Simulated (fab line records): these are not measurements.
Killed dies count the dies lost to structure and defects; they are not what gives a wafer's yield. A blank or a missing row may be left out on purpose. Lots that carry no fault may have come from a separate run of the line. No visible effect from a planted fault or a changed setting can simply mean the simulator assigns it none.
fab line records | flow n5-finfet
record: lots: 7 wafers: 20 last-day: 18
route steps=1938 shown BEOL_M8@1338 PASSIVATION@1936
lots that met no fault: taken from a fault-free run of the same line
start-h: start of the lot's first displayed wafer, in hours after the record's first day | wait-h: hours since the lot's step before | " as in the row above | L1.1+2: a row that stands for several wafers | - no value, or no start was given | * or withheld: withheld | < > ~ a bound
route shown NAME@n: names a module that has steps shown in the file, with the first one's number in the route | usual: mean/standard deviation taken from wafers without a fault | same: alike in all rows | chamber/n: place in a boat | sites: readings site by site | _std_site: how widely they spread, as a standard deviation | _edge_site: inner sites' mean taken away from outer sites' mean | radius-mm: how far each site lies from the wafer's centre | mask NAME#n: copy n | behind: tool/chamber where the wafer was last shaped | hold: why the lot was held/for how many hours/how that ended | device: whichever transistor did not switch (one of n, p or np) | end of line: tests run on the same wafers once the route is complete | where a step has no rows: the recipe by itself | killed: count of dies lost to structure and defects at first sort (not the wafer's yield) | map: dies across one wafer; x = killed, . = not, _ = none there
set.NAME: the setting that was run; set.NAME@STEP: the one run at that earlier step | model.NAME: the simulator's own value behind a step, which no gauge read
certain route steps with their lots: each step a table, each wafer a row
services: the hour from which a tool's chamber was out of use, counted from the record's first day as start-h (under 0 if before that day), plus the number of hours and why
== steps ==
step: N5_BEOL_M8_COAT_60
recipe: resist: SiARC temp-c: 220 time-s: 60 spin-rpm: 1500 resist-thk-nm: 35
step: N5_BEOL_M8_COAT_05
recipe: resist: CAR-ArF spin-rpm: 1500 resist-thk-nm: 90
step: N5_BEOL_M8_EBR_07
recipe: solvent: PGMEA ebr-width-mm: 1.5
step: N5_BEOL_M8_SOFTBAKE_06
recipe: temp-c: 110 time-s: 60 resist: CAR-ArF
step: N5_BEOL_M8_EXPOSE_08
recipe: mask-id: M8 na: 1.35 source-shape: dipole sigma-inner: 0.817 sigma-outer: 0.97 polarization: te dose-mj: 68.25
step: N5_BEOL_M8_PEB_09
recipe: peb-temp-c: withheld peb-time-s: 60 resist: CAR-ArF
step: N5_BEOL_M8_DEVELOP_10
recipe: develop-time-s: 30 developer: TMAH resist: CAR-ArF rinse-liquid: diw dry: air-spin dev-temp-c: 23
step: N5_BEOL_M8_CD_MEAS_11
recipe: target-cd-nm: 38.5 landing-energy-ev: 500 detector: se-inlens polarity: opening
usual: cd-nm: 38.5/0.63
columns lot.wafer tool chamber start-h wait-h cd-nm
L663.1 cd-sem-01 0 209.47 - 38.0
L663.2 " 0 " " 40.4
L663.5 " 0 " " 38.1
L670.1 cd-sem-02 0 260.44 - 38.7
L670.2 " 0 " " 38.4
L670.4 " 0 " " 39.1
L674.4 cd-sem-01 0 281.62 - 39.0
L674.6 " 0 " " 38.5
L676.2 cd-sem-02 0 288.32 - 38.2
L676.4 " 0 " " 37.1
L676.6 " 0 " " 37.4
L675.1 cd-sem-02 0 290.82 - 38.2
L675.5 " 0 " " 38.3
L675.6 " 0 " " 38.9
L681.4 cd-sem-01 0 320.17 - 39.5
L681.5 " 0 " " 38.4
L681.6 " 0 " " 39.7
L686.3 cd-sem-02 0 353.43 - 39.2
L686.4 " 0 " " 37.8
L686.6 " 0 " " 37.8
step: N5_BEOL_M8_OVL_MEAS_12
recipe: points-per-wafer: 44
usual: M8_OVL: -0.1/0.63
columns lot.wafer tool chamber start-h wait-h M8_OVL[nm]
L663.1 overlay-02 0 209.50 0.0 0.1
L663.2 " 0 " " 0.1
L663.5 " 0 " " 0.6
L670.1 overlay-01 0 260.47 0.0 0.5
L670.2 " 0 " " 0.6
L670.4 " 0 " " -1.0
L674.4 overlay-01 0 281.65 0.0 -0.3
L674.6 " 0 " " -0.5
L676.2 overlay-01 0 288.35 0.0 -0.6
L676.4 " 0 " " -0.4
L676.6 " 0 " " -0.6
L675.1 overlay-01 0 290.85 0.0 -0.5
L675.5 " 0 " " -0.3
L675.6 " 0 " " -1.1
L681.4 overlay-02 0 320.19 0.0 -0.1
L681.5 " 0 " " -0.4
L681.6 " 0 " " -0.4
L686.3 overlay-02 0 353.46 0.0 -0.4
L686.4 " 0 " " 0.6
L686.6 " 0 " " -1.0
step: N5_BEOL_M8_INSPECT_13
recipe: mode: adi inspect-instrument: brightfield
usual: raw-defect-count: 423/100
columns lot.wafer tool chamber start-h wait-h raw-defect-count
L663.1 defect-inspect-01 - 209.52 0.0 512
L663.2 " - " " 640
L663.5 " - " " 561
L670.1 defect-inspect-01 - 260.50 0.0 386
L670.2 " - " " 306
L670.4 " - " " 325
L674.4 defect-inspect-02 - 281.68 0.0 490
L674.6 " - " " 538
L676.2 defect-inspect-01 - 288.37 0.0 500
L676.4 " - " " 486
L676.6 " - " " 319
L675.1 defect-inspect-02 - 290.88 0.0 300
L675.5 " - " " 232
L675.6 " - " " 349
L681.4 defect-inspect-01 - 320.22 0.0 400
L681.5 " - " " 315
L681.6 " - " " 414
L686.3 defect-inspect-01 - 353.48 0.0 352
L686.4 " - " " 494
L686.6 " - " " 423
step: N5_BEOL_M8_DESCUM_16
recipe: chemistry: O2 time-s: 7.9 source-power-w: 50 bias-power-w: 20 pressure-mtorr: 20 rf-frequency-hz: 2.712e+07 temp-c: 40 resist: CAR-ArF o2-flow-sccm: 225
usual: drypump-motor-current-A: 5.8/0.51 oes-product-au: 0.78/0.1 rf-fwd-power-W: 49.47/0.2 rf-vpp-V: 243.1/1.4 showerhead-plenum-p-Torr: 2.10/0.07 throttle-valve-pct: 20.5/0.32
columns lot.wafer tool chamber start-h wait-h drypump-motor-current-A oes-product-au rf-fwd-power-W rf-hours-counter-h rf-vpp-V showerhead-plenum-p-Torr throttle-valve-pct
L663.1 rie-diel-05 3 210.20 0.7 5.6 0.68 49.62 239 243.7 2.15 20.4
L663.2 " 1 " " 4.7 0.67 49.10 218 243.6 2.17 21.0
L663.5 " 2 " " 5.9 0.70 49.52 - 244.0 2.07 20.4
L670.1 rie-diel-01 3 261.59 1.1 5.8 0.72 49.34 201 244.4 2.07 20.5
L670.2 " 1 " " 6.5 0.88 49.16 27 244.0 2.16 20.0
L670.4 " 0 " " 6.3 0.92 49.25 16 244.7 2.24 20.6
L674.4 rie-diel-05 1 281.80 0.1 4.7 0.65 49.39 245 245.2 2.16 21.0
L674.6 " 3 " " 5.6 0.95 49.45 - 243.7 2.14 20.0
L676.2 rie-diel-05 1 288.41 0.0 4.7 0.65 49.65 247 244.9 2.16 21.1
L676.4 " 2 " " 5.8 0.68 49.43 241 243.2 2.06 20.5
L676.6 " 1 " " 4.7 0.66 49.79 - 244.0 2.16 21.0
L675.1 rie-diel-05 0 290.91 0.0 6.4 0.72 50.16 201 240.8 2.00 20.6
L675.5 " 0 " " 6.4 0.72 49.69 - 240.2 2.00 20.6
L675.6 " 1 " " 4.7 0.65 49.23 - 245.7 2.16 21.1
L681.4 rie-diel-01 3 320.25 0.0 5.8 0.71 49.44 224 242.5 2.06 20.5
L681.5 " 0 " " 6.2 0.89 49.44 - 244.9 2.23 20.6
L681.6 " 1 " " 6.5 0.84 49.43 - 243.0 2.15 20.0
L686.3 rie-diel-01 0 353.51 0.0 6.3 0.86 49.40 53 244.5 2.22 20.7
L686.4 " 3 " " 5.7 0.70 49.38 - 244.9 2.05 20.6
L686.6 " 0 " " 6.2 0.87 49.28 - 245.5 2.22 20.7
step: N5_BEOL_M8_ETCH_61
recipe: chemistry: CF4 target: SiARC target-depth-a: 455 mask-material: CAR-ArF time-s: 75.8 ion-energy-ev: 80 pressure-mtorr: 40 source-w: 545 bias-w: 36 Ar_flow_sccm: 100 cf4-flow-sccm: 100 ends: cleared
usual: bias-w: 36.00/0.1 cf4-flow-sccm: 100.0/0.3 drypump-motor-current-A: 5.8/0.51 etch-rf-on-time-s: 77.0/2.4 oes-product-au: 0.66/0.088 rf-fwd-power-W: 540.2/2.1 rf-vpp-V: 184.2/1.2 showerhead-plenum-p-Torr: 2.14/0.062 throttle-valve-pct: 15.68/0.29
columns lot.wafer tool chamber start-h wait-h bias-w cf4-flow-sccm drypump-motor-current-A etch-rf-on-time-s oes-product-au rf-fwd-power-W rf-hours-counter-h rf-vpp-V showerhead-plenum-p-Torr throttle-valve-pct
L663.1 rie-diel-05 3 210.23 0.0 35.94 100.2 5.6 78.9 0.57 541.2 239 185.1 2.21 15.71
L663.2 " 1 " " 35.93 99.8 4.7 78.8 0.58 539.7 218 183.9 2.20 16.03
L663.5 " 2 " " 36.10 100.2 5.9 75.0 0.61 542.1 - 184.9 2.11 15.70
L670.1 rie-diel-01 3 261.62 0.0 36.02 100.0 5.7 76.2 0.63 538.5 201 184.7 2.11 15.64
L670.2 " 1 " " 36.05 100.3 6.6 73.4 0.77 535.3 27 184.6 2.17 15.02
L670.4 " 0 " " 36.09 100.0 6.3 73.1 0.81 538.2 16 184.7 2.28 15.66
L674.4 rie-diel-05 1 281.83 0.0 36.06 100.0 4.8 80.4 0.55 539.2 245 185.4 2.19 16.08
L674.6 " 3 " " 35.91 99.7 5.6 78.0 0.80 540.3 - 185.0 2.20 15.25
L676.2 rie-diel-05 1 288.44 0.0 36.07 100.1 4.7 79.8 0.55 540.5 247 184.8 2.19 16.09
L676.4 " 2 " " 36.10 100.5 5.9 73.7 0.60 539.6 241 184.0 2.10 15.76
L676.6 " 1 " " 35.94 100.1 4.7 79.2 0.56 540.1 - 184.0 2.19 16.07
L675.1 rie-diel-05 0 290.95 0.0 35.94 100.1 6.4 80.3 0.60 542.2 201 183.6 2.07 15.91
L675.5 " 0 " " 35.97 99.7 6.4 80.3 0.61 543.3 - 183.9 2.07 15.90
L675.6 " 1 " " 36.09 99.7 4.8 80.1 0.56 541.2 - 184.6 2.19 16.08
L681.4 rie-diel-01 3 320.29 0.0 36.01 99.3 5.8 75.5 0.61 539.2 224 183.3 2.10 15.71
L681.5 " 0 " " 35.92 100.1 6.3 72.9 0.78 539.7 - 186.5 2.27 15.71
L681.6 " 1 " " 36.00 100.2 6.5 74.7 0.72 539.9 - 185.3 2.17 15.07
L686.3 rie-diel-01 0 353.55 0.0 35.86 100.3 6.2 72.6 0.77 541.7 53 186.4 2.27 15.74
L686.4 " 3 " " 35.97 99.8 5.7 75.6 0.61 540.5 - 184.5 2.10 15.72
L686.6 " 0 " " 36.16 99.5 6.3 72.5 0.76 537.4 - 185.9 2.27 15.73
step: N5_BEOL_M8_ETCH_62
recipe: chemistry: N2/H2 target: SOC target-depth-a: 1100 overetch-a: 220 mask-material: SiARC temp-c: 40 time-s: 165 ion-energy-ev: 200 pressure-mtorr: 30 source-w: 840 bias-w: 150 n2-flow-sccm: 200 h2-flow-sccm: 200
usual: bias-w: 150.0/0.46 drypump-motor-current-A: 5.8/0.51 oes-product-au: 0.66/0.084 rf-fwd-power-W: 837.6/2.6 rf-vpp-V: 523.9/2.4 showerhead-plenum-p-Torr: 2.55/0.079 throttle-valve-pct: 17.9/0.32
columns lot.wafer tool chamber start-h wait-h bias-w drypump-motor-current-A oes-product-au rf-fwd-power-W rf-hours-counter-h rf-vpp-V showerhead-plenum-p-Torr throttle-valve-pct model.SiARC_of_BEOL_M8_COAT_60.thk-nm
L663.1 rie-diel-05 3 210.29 0.0 149.6 5.6 0.58 834.5 239 526.3 2.61 17.8 28.6
L663.2 " 1 " " 150.8 4.7 0.58 843.9 218 526.1 2.61 18.3 28.4
L663.5 " 2 " " 149.3 5.9 0.61 843.9 - 525.8 2.49 17.6 28
L670.1 rie-diel-01 3 261.68 0.0 150.4 5.7 0.62 837.1 201 524.1 2.52 18.0 28.4
L670.2 " 1 " " 150.0 6.5 0.74 840.5 27 526.6 2.62 17.4 28.2
L670.4 " 0 " " 150.3 6.3 0.79 833.5 16 527.5 2.72 17.9 28.6
L674.4 rie-diel-05 1 281.89 0.0 149.7 4.7 0.56 838.4 245 526.8 2.60 18.4 28.4
L674.6 " 3 " " 150.0 5.6 0.81 838.0 - 524.7 2.60 17.4 26.2
L676.2 rie-diel-05 1 288.50 0.0 150.2 4.8 0.56 839.3 247 526.4 2.60 18.4 28.4
L676.4 " 2 " " 150.4 5.9 0.58 839.8 241 523.4 2.48 17.6 28
L676.6 " 1 " " 150.0 4.8 0.57 837.0 - 526.0 2.60 18.4 26.4
L675.1 rie-diel-05 0 291.00 0.0 150.2 6.4 0.62 839.8 201 520.8 2.44 18.0 26.8
L675.5 " 0 " " 150.1 6.4 0.62 841.0 - 520.1 2.44 18.0 29
L675.6 " 1 " " 149.3 4.7 0.57 834.4 - 525.0 2.60 18.4 26.6
L681.4 rie-diel-01 3 320.34 0.0 150.0 5.7 0.62 835.5 225 522.4 2.51 18.0 28.4
L681.5 " 0 " " 150.9 6.3 0.76 835.2 - 528.1 2.71 17.9 28.4
L681.6 " 1 " " 150.3 6.6 0.71 834.8 - 526.1 2.61 17.4 28.4
L686.3 rie-diel-01 0 353.60 0.0 150.3 6.3 0.74 839.6 53 528.7 2.70 18.0 28.4
L686.4 " 3 " " 149.7 5.8 0.60 835.5 - 523.9 2.51 18.0 28.2
L686.6 " 0 " " 150.4 6.3 0.74 834.8 - 527.2 2.70 18.0 28.4
step: N5_BEOL_M8_STRIP_68
recipe: chemistry: N2/H2 temp-c: 40 n2-flow-sccm: 200 h2-flow-sccm: 200 rf-frequency-hz: 6e+07
step: N5_BEOL_M8_STRIP_67
recipe: chemistry: CF4 resist: SiARC power-w: 300 bias-power-w: 75 pressure-mtorr: 50 cf4-flow-sccm: 150 rf-frequency-hz: 6e+07
usual: cf4-flow-sccm: 150.1/0.4 drypump-motor-current-A: 5.8/0.51 oes-product-au: 0.78/0.098 rf-vpp-V: 271.3/1.4 showerhead-plenum-p-Torr: 1.80/0.049 throttle-valve-pct: 13.7/0.3
columns lot.wafer tool chamber start-h wait-h cf4-flow-sccm drypump-motor-current-A oes-product-au rf-hours-counter-h rf-vpp-V showerhead-plenum-p-Torr throttle-valve-pct
L663.1 rie-diel-05 3 210.44 0.0 150.7 5.6 0.68 240 272.3 1.85 13.7
L663.2 " 1 " " 150.4 4.8 0.69 218 270.9 1.83 14.0
L663.5 " 2 " " 150.3 5.9 0.71 - 270.2 1.77 13.7
L670.1 rie-diel-01 3 261.82 0.0 150.3 5.7 0.73 201 271.4 1.77 13.7
L670.2 " 1 " " 149.8 6.6 0.88 27 271.3 1.81 13.0
L670.4 " 0 " " 150.3 6.3 0.93 16 274.2 1.90 13.5
L674.4 rie-diel-05 1 282.04 0.0 150.1 4.7 0.67 245 271.2 1.82 14.0
L674.6 " 3 " " 149.8 5.7 0.95 - 272.7 1.84 13.2
L676.2 rie-diel-05 1 288.64 0.0 150.0 4.7 0.67 247 272.6 1.82 14.0
L676.4 " 2 " " 150.1 5.9 0.69 241 271.6 1.76 13.8
L676.6 " 1 " " 150.2 4.7 0.67 - 271.8 1.82 14.0
L675.1 rie-diel-05 0 291.15 0.0 150.2 6.3 0.73 201 270.0 1.74 13.9
L675.5 " 0 " " 150.1 6.4 0.73 - 270.8 1.74 13.9
L675.6 " 1 " " 149.8 4.8 0.67 - 271.7 1.82 14.0
L681.4 rie-diel-01 3 320.49 0.0 149.9 5.8 0.72 225 271.5 1.76 13.7
L681.5 " 0 " " 149.7 6.3 0.89 - 273.4 1.89 13.6
L681.6 " 1 " " 150.1 6.5 0.84 - 272.9 1.81 13.0
L686.3 rie-diel-01 0 353.75 0.0 149.8 6.3 0.87 54 273.6 1.89 13.6
L686.4 " 3 " " 150.2 5.7 0.71 - 269.8 1.76 13.7
L686.6 " 0 " " 149.4 6.3 0.87 - 273.5 1.89 13.6
step: N5_BEOL_M8_HM_OPEN_17
recipe: chemistry: Cl2/BCl3 target-depth-a: 200 overetch-a: 60 target: TiN mask-material: SOC ion-energy-ev: 150 pressure-mtorr: 10 icp-w: 1000 bias-w: 126 Cl2_flow_sccm: 53.25 bcl3-flow-sccm: 21.75 Ar_flow_sccm: 25
usual: bias-w: 126.1/0.33 drypump-motor-current-A: 5.8/0.54 mfc-cl2-sccm: 53.29/0.16 oes_ar_750_au: 0.83/0.1 oes-product-au: 0.70/0.088 rf-fwd-power-W: 992/4.3 throttle-valve-pct: 22.06/0.2
columns lot.wafer tool chamber start-h wait-h bias-w drypump-motor-current-A mfc-cl2-sccm oes_ar_750_au oes-product-au rf-fwd-power-W rf-hours-counter-h throttle-valve-pct model.BEOL_M8.cd-offset-nm
L663.1 rie-metal-01 0 210.48 0.0 126.2 6.0 53.17 0.70 0.61 984 67 21.85 -0.6
L663.2 " 1 " " 125.9 4.7 53.37 0.93 0.76 994 10 21.97 1.4
L663.5 " 0 " " 126.1 6.0 53.30 0.70 0.61 981 - 21.84 -0.2
L670.1 rie-metal-03 1 261.87 0.0 126.0 5.4 53.47 0.89 0.79 997 7 21.89 -0.2
L670.2 " 0 " " 126.0 5.8 53.26 0.92 0.79 993 3 22.42 1
L670.4 " 0 " " 125.9 5.8 53.24 0.93 0.80 988 - 22.43 0.4
L674.4 rie-metal-03 1 282.11 0.1 125.6 5.4 53.36 0.89 0.76 994 - 21.92 -0.2
L674.6 " 1 " " 126.0 5.4 53.40 0.88 0.76 992 - 21.91 1
L676.2 rie-metal-03 1 288.69 0.0 125.8 5.4 53.18 0.87 0.77 995 11 21.92 -0.4
L676.4 " 0 " " 125.6 5.8 53.18 0.89 0.76 993 - 22.45 -1.4
L676.6 " 1 " " 125.9 5.4 53.38 0.88 0.77 997 - 21.94 -0.4
L675.1 rie-metal-03 0 291.19 0.0 125.7 5.8 53.22 0.89 0.76 993 7 22.45 0.4
L675.5 " 0 " " 125.2 5.8 53.17 0.89 0.75 994 - 22.46 -0.2
L675.6 " 1 " " 125.8 5.4 52.92 0.88 0.75 988 - 21.94 1.2
L681.4 rie-metal-02 0 320.56 0.1 126.6 6.0 53.18 0.87 0.74 984 - 22.14 1.2
L681.5 " 1 " " 126.3 6.6 53.25 0.67 0.57 993 - 21.92 0.4
L681.6 " 0 " " 126.1 6.0 53.11 0.88 0.73 989 - 22.13 1.4
L686.3 rie-metal-03 1 353.82 0.1 125.9 5.4 53.33 0.85 0.74 998 - 21.94 0.6
L686.4 " 0 " " 125.8 5.8 53.27 0.86 0.74 992 - 22.46 -1.4
L686.6 " 1 " " 126.1 5.4 53.37 0.86 0.74 1001 - 21.94 -1
step: N5_BEOL_M8_STRIP_19
recipe: chemistry: O2 power-w: 400 temp-c: 40 pressure-mtorr: 30 rf-frequency-hz: 6e+07 bias-power-w: 0 overash-fraction: 0.2 o2-flow-sccm: 225
usual: drypump-motor-current-A: 5.8/0.47 oes-product-au: 0.76/0.086 rf-vpp-V: 3.7/0.66 showerhead-plenum-p-Torr: 2.10/0.074 throttle-valve-pct: 16.81/0.27
columns lot.wafer tool chamber start-h wait-h drypump-motor-current-A oes-product-au rf-hours-counter-h rf-vpp-V showerhead-plenum-p-Torr throttle-valve-pct
L663.1 rie-diel-05 3 210.60 0.1 5.6 0.68 240 3.0 2.15 16.67
L663.2 " 2 " " 5.9 0.70 214 3.5 2.08 16.78
L663.5 " 2 " " 5.8 0.69 - 3.1 2.08 16.77
L670.1 rie-diel-01 1 262.22 0.3 6.6 0.88 27 3.7 2.16 16.25
L670.2 " 2 " " 5.7 0.73 211 3.5 2.19 17.28
L670.4 " 0 " " 6.3 0.93 17 2.8 2.24 16.75
L674.4 rie-diel-02 1 282.21 0.1 5.9 0.71 - 3.5 1.99 16.72
L674.6 " 0 " " 5.3 0.72 - 2.8 2.07 17.10
L676.2 rie-diel-02 3 288.80 0.1 5.9 0.86 56 3.6 2.06 16.76
L676.4 " 2 " " 5.8 0.76 133 3.6 2.11 16.82
L676.6 " 2 " " 5.8 0.76 - 3.4 2.11 16.77
L675.1 rie-diel-02 0 291.30 0.1 5.3 0.71 238 4.7 2.07 17.11
L675.5 " 2 " " 5.8 0.76 - 3.5 2.11 16.82
L675.6 " 1 " " 5.9 0.72 - 3.6 1.99 16.70
L681.4 rie-diel-01 0 320.64 0.1 6.3 0.89 40 3.2 2.23 16.80
L681.5 " 3 " " 5.7 0.72 - 3.9 2.06 16.77
L681.6 " 0 " " 6.3 0.88 - 3.7 2.23 16.78
L686.3 rie-diel-02 1 353.99 0.1 5.8 0.69 215 3.2 1.98 16.75
L686.4 " 2 " " 5.8 0.75 - 4.3 2.10 16.85
L686.6 " 3 " " 5.9 0.83 - 3.0 2.05 16.79
step: N5_PASSIVATION_PROBE_49
usual: defect-limited-yield: 91.7/1.4 killed_at_M0_to_M3: 31/11 killed_at_M4_up: 13/4.6 killed-at-contacts: 13/6.7 killed-at-front-end: 39/9.6 killed-at-other: 3.5/2.8 killed-dies: 98/16 killed-open: 64/11 killed-short: 33/8.5 sort_bin_5_function: 4.9/0.96 sort_bin_6_memory: 3.1/0.59 sort_bin_8_speed: 0.2/1.3 sort-n-pass: 1080/23
same: gross-dies: 1180 killed-at-back-side: 0 sort_bin_4_leakage[%]: 0
columns lot.wafer tool chamber start-h wait-h defect-limited-yield[%] killed_at_M0_to_M3 killed_at_M4_up killed-at-contacts killed-at-front-end killed-at-other killed-dies killed-open killed-short sort_bin_5_function[%] sort_bin_6_memory[%] sort_bin_8_speed[%] sort-n-pass
L663.1 prober-02 - 277.72 0.0 91.6 29 9 35 17 9 99 63 35 4.2 3.8 0 1081
L663.2 prober-02 - 277.77 0.1 94.7 9 6 20 22 5 62 39 21 2.5 2.5 0 1118
L663.5 prober-02 - 277.92 0.2 90.6 33 10 28 40 0 111 83 27 5.3 3.6 0 1069
L670.1 prober-02 - 337.76 0.0 92.6 21 10 10 45 1 87 58 29 4.8 2.4 0 1093
L670.2 prober-02 - 337.81 0.1 91.8 40 10 10 36 1 97 58 37 4.5 3.5 0 1083
L670.4 prober-02 - 337.91 0.2 91.4 36 9 15 38 4 102 67 33 4.4 3.4 0 1078
L676.2 prober-01 - 351.84 0.1 90.0 39 13 15 48 3 118 73 45 6.0 3.9 0 1062
L676.4 prober-01 - 351.94 0.2 90.3 40 9 15 46 5 115 83 31 6.6 2.7 0 1065
L676.6 prober-01 - 352.04 0.3 90.2 35 7 17 52 5 116 74 42 6.1 3.4 0 1064
L675.1 prober-01 - 362.21 0.0 91.5 30 11 21 33 5 100 66 34 5.1 3.2 0 1080
L675.5 prober-01 - 362.41 0.2 92.8 22 14 13 36 0 85 59 26 4.5 2.5 0 1095
L675.6 prober-01 - 362.46 0.3 93.1 24 9 17 31 0 81 58 23 4.2 2.4 0 1099
L681.4 prober-02 - 388.06 0.2 91.9 32 9 3 43 8 95 62 32 5.4 2.5 0 1085
L681.5 prober-02 - 388.11 0.2 92.4 32 9 12 33 4 90 64 26 4.2 3.3 0 1090
L681.6 prober-02 - 388.16 0.3 92.3 29 11 18 21 12 91 62 28 4.7 2.5 0 1089
killed by level:class
L663.1 MOL_CONTACT_COAG:geometric-particle:open=23 MOL_CONTACT_COAG:geometric-particle:short=12 BEOL_M1:geometric-particle:open=12 STI_FIN_REVEAL:geometric-particle:open=4 BEOL_M1:geometric-particle:short=4 BEOL_M3:geometric-particle:open=4 BEOL_M4:geometric-particle:open=4 PAD_METAL:geometric-particle:short=4
L663.2 MOL_CONTACT_COAG:geometric-particle:open=17 FIN_SAQP:geometric-particle:short=8 FIN_SAQP:geometric-particle:open=4 DUMMY_GATE:geometric-particle:open=4 BEOL_M0_SAQP:geometric-particle:open=3 MOL_CONTACT_COAG:geometric-particle:short=3 PASS1_CAP:geometric-particle:short=3 BEOL_M1:geometric-particle:open=2
L663.5 MOL_CONTACT_COAG:geometric-particle:open=26 STI_FIN_REVEAL:geometric-particle:open=10 BEOL_M0_SAQP:geometric-particle:open=9 BEOL_M2:geometric-particle:open=6 FIN_SAQP:geometric-particle:open=5 BEOL_M0_SAQP:geometric-particle:short=5 BEOL_M1:geometric-particle:open=5 STI_FIN_REVEAL:geometric-particle:short=3
L670.1 FIN_SAQP:geometric-particle:open=8 STI_FIN_REVEAL:geometric-particle:open=8 MOL_CONTACT_COAG:geometric-particle:open=8 FIN_SAQP:geometric-particle:short=7 DUMMY_GATE:geometric-particle:open=7 BEOL_M0_SAQP:geometric-particle:short=6 BEOL_M0:geometric-particle:open=5 GATE_CUT:geometric-particle:open=4
L670.2 FIN_SAQP:geometric-particle:open=9 BEOL_M3:geometric-particle:open=7 MOL_CONTACT_COAG:geometric-particle:open=6 BEOL_M0_SAQP:geometric-particle:short=6 BEOL_M0_SAQP:geometric-particle:open=5 GATE_CUT:geometric-particle:open=5 BEOL_M0:geometric-particle:open=5 BEOL_M0:geometric-particle:short=5
L670.4 MOL_CONTACT_COAG:geometric-particle:open=13 BEOL_M0_SAQP:geometric-particle:open=9 FIN_SAQP:geometric-particle:open=8 BEOL_M0_SAQP:geometric-particle:short=8 STI_FIN_REVEAL:geometric-particle:open=7 BEOL_M3:geometric-particle:short=6 DUMMY_GATE:geometric-particle:open=5 FIN_SAQP:geometric-particle:short=4
L676.2 BEOL_M0_SAQP:geometric-particle:short=11 MOL_CONTACT_COAG:geometric-particle:open=11 BEOL_M3:geometric-particle:open=8 DUMMY_GATE:geometric-particle:open=7 BEOL_M1:geometric-particle:open=7 FIN_SAQP:geometric-particle:open=6 BEOL_M0_SAQP:geometric-particle:open=6 FIN_SAQP:geometric-particle:short=5
L676.4 BEOL_M3:geometric-particle:open=13 MOL_CONTACT_COAG:geometric-particle:open=12 STI_FIN_REVEAL:geometric-particle:open=10 BEOL_M0_SAQP:geometric-particle:open=9 BEOL_M2:geometric-particle:open=9 FIN_SAQP:geometric-particle:short=6 BEOL_M0_SAQP:geometric-particle:short=6 FIN_SAQP:geometric-particle:open=5
L676.6 BEOL_M3:geometric-particle:open=13 STI_FIN_REVEAL:geometric-particle:open=12 MOL_CONTACT_COAG:geometric-particle:open=12 DUMMY_GATE:geometric-particle:open=9 BEOL_M0_SAQP:geometric-particle:short=8 GATE_CUT:geometric-particle:short=8 BEOL_M0_SAQP:geometric-particle:open=6 MOL_CONTACT_COAG:geometric-particle:short=5
L675.1 MOL_CONTACT_COAG:geometric-particle:open=16 FIN_SAQP:geometric-particle:short=7 BEOL_M2:geometric-particle:open=7 STI_FIN_REVEAL:geometric-particle:open=6 BEOL_M0_SAQP:geometric-particle:open=6 BEOL_M0_SAQP:geometric-particle:short=6 FIN_SAQP:geometric-particle:open=5 MOL_CONTACT_COAG:geometric-particle:short=5
L675.5 MOL_CONTACT_COAG:geometric-particle:open=12 STI_FIN_REVEAL:geometric-particle:open=9 BEOL_M4:geometric-particle:open=8 BEOL_M0_SAQP:geometric-particle:short=8 BEOL_M2:geometric-particle:open=7 FIN_SAQP:geometric-particle:open=7 FIN_SAQP:geometric-particle:short=6 DUMMY_GATE:geometric-particle:open=4
L675.6 MOL_CONTACT_COAG:geometric-particle:open=16 BEOL_M2:geometric-particle:open=8 FIN_SAQP:geometric-particle:open=6 STI_FIN_REVEAL:geometric-particle:open=6 FIN_SAQP:geometric-particle:short=4 BEOL_M0_SAQP:geometric-particle:open=4 STARTING-WAFER:geometric-particle:short=3 BEOL_M8:geometric-particle:open=3
L681.4 FIN_SAQP:geometric-particle:open=12 BEOL_M0_SAQP:geometric-particle:short=10 BEOL_M3:geometric-particle:open=8 STI_FIN_REVEAL:geometric-particle:open=7 BEOL_M0_SAQP:geometric-particle:open=7 DUMMY_GATE:geometric-particle:open=5 BEOL_M4:geometric-particle:open=5 MIM_TOP:geometric-particle:short=5
L681.5 MOL_CONTACT_COAG:geometric-particle:open=11 STI_FIN_REVEAL:geometric-particle:open=10 BEOL_M3:geometric-particle:open=8 BEOL_M0_SAQP:geometric-particle:short=7 BEOL_M1:geometric-particle:open=7 BEOL_M0_SAQP:geometric-particle:open=5 FIN_SAQP:geometric-particle:short=4 FIN_SAQP:geometric-particle:open=4
L681.6 MOL_CONTACT_COAG:geometric-particle:open=15 FIN_SAQP:geometric-particle:open=7 BEOL_M0_SAQP:geometric-particle:open=6 BEOL_M0_SAQP:geometric-particle:short=6 BEOL_M2:geometric-particle:open=6 BEOL_M4:geometric-particle:open=5 BEOL_M2:geometric-particle:short=4 BEOL_M3:geometric-particle:open=4
== services ==
columns tool chamber start-h hours kind
rie-diel-02 - 195.71 3.6 repair
rie-diel-01 0 199.26 - clean
rie-diel-01 0 199.26 - consumable-replace:focus-ring
rie-diel-05 0 203.48 8.1 repair
rie-diel-02 2 205.00 27.5 repair
rie-metal-01 - 219.49 2.8 pm
rie-diel-02 0 226.35 10.5 repair
rie-diel-02 3 241.86 46.0 repair
rie-diel-05 3 243.39 - clean
rie-diel-05 3 243.39 - consumable-replace:focus-ring
rie-diel-05 3 243.39 13.8 scheduled-down
rie-diel-05 3 243.39 13.8 vent-cycle
rie-diel-05 - 266.00 4.0 pm
rie-metal-03 - 271.03 0.4 repair
rie-diel-05 1 297.00 - clean
rie-diel-05 1 297.00 - consumable-replace:focus-ring
rie-diel-05 1 297.00 35.3 scheduled-down
rie-diel-05 1 297.00 35.3 vent-cycle
rie-diel-05 0 319.99 7.4 repair
rie-diel-05 2 332.38 - clean
rie-diel-05 2 332.38 - consumable-replace:focus-ring
rie-diel-05 2 332.38 17.7 scheduled-down
rie-diel-05 2 332.38 17.7 vent-cycle
rie-diel-01 2 350.29 6.7 repair
== key ==
first-sign none at tools or gauges
model-effect: step: N5_BEOL_M8_ETCH_62 value: SiARC_of_BEOL_M8_COAT_60.thk-nm without: 28.6 struck: 26.5
model-effect: step: N5_BEOL_M8_HM_OPEN_17 value: BEOL_M8.cd-offset-nm without: -0.45 struck: 0.55
met-at N5_BEOL_M8_ETCH_62
struck-wafers L674.6,L675.1,L675.6,L676.6
onset-between 210.29 281.89
fault: kind: process-parameter-drift tool: rie-diel-05 chamber: - onset-h: 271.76 steps: N5_BEOL_M8_ETCH_62 channel: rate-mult offset: 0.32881 shape: step end-h: 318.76 scope: struck-wafers-only
